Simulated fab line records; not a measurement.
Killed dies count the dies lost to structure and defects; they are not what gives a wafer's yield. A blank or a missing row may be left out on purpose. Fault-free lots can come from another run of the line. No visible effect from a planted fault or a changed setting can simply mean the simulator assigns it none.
The same fault as seen by 2 desks -- flow nand_harc -- every desk sees just its own numbers, and what lay behind them comes last

FOR THE TOOL OWNER'S DESK: rie_si-04
The tool's own readings at NHARC_A_DECK1_JOINT_ETCHBACK_00 (etches the open film in HBr, target depth 30 nm, time 17.4 s): means of the sampled wafers that have a number, for each lot that ran on this tool. Any lot whose mean is over 4 standard deviations away from the usual mean is out of limits and marked OUT; that distance is given in the brackets.
Columns: A = drypump_motor_current_A at NHARC_A_DECK1_JOINT_ETCHBACK_00, usual 5.7 A; B = oes_product_au at NHARC_A_DECK1_JOINT_ETCHBACK_00, usual 0.998 a.u.; C = throttle_valve_pct at NHARC_A_DECK1_JOINT_ETCHBACK_00, usual 23.267 %
lot,first seen here,A,B,C
L186,day 15 03:08,6.0,1.004,23.268
L195,day 19 11:37,5.6,1.011,23.260
Result from this desk: across the 2 lots, nothing is out of limits.

AT THE METROLOGY DESK
Lot by lot, what the gauges showed, no matter which tool ran the lot: averages of those sampled wafers that carry a number. Any lot whose mean is over 4 standard deviations away from the usual mean is out of limits and marked OUT; that distance is given in the brackets. It has 9 readings; the 7 that lie furthest out on some lot are the ones shown.
Columns: A = thk_nm at NHARC_A_ONON_D2_THK_MEAS_02, usual 1001 nm; B = thk_nm at NHARC_A_ONON_D2_THK_MEAS_05, usual 1001 nm; C = thk_nm at NHARC_A_ONON_D2_THK_MEAS_08, usual 998 nm; D = thk_nm at NHARC_A_ONON_D2_THK_MEAS_11, usual 999 nm; E = thk_nm at NHARC_A_ONON_D2_THK_MEAS_14, usual 1002 nm; F = thk_nm at NHARC_A_ONON_D2_THK_MEAS_18, usual 1002 nm; G = thk_nm at NHARC_A_ONON_D2_THK_MEAS_21, usual 1004 nm
lot,first seen here,A,B,C,D,E,F,G
L177,day 11 07:11,1008,1011,998,1000,1007,993,993
L184,day 14 11:40,991,992,1001,987,1021,1011,1007
L186,day 15 02:58,1017,993,1007,994,999,998,992
L189,day 17 01:53,997,1003,996,997,996,1024,1012
L195,day 19 11:28,998,1015,985,1002,998,974,999
Result from this desk: across the 5 lots, nothing is out of limits.

PUT TOGETHER
Nothing out of limits was seen by the tool owner's desk.
At the metrology desk, nothing out of limits was observed.

WHAT HAD BEEN PUT IN BY THE SIMULATOR
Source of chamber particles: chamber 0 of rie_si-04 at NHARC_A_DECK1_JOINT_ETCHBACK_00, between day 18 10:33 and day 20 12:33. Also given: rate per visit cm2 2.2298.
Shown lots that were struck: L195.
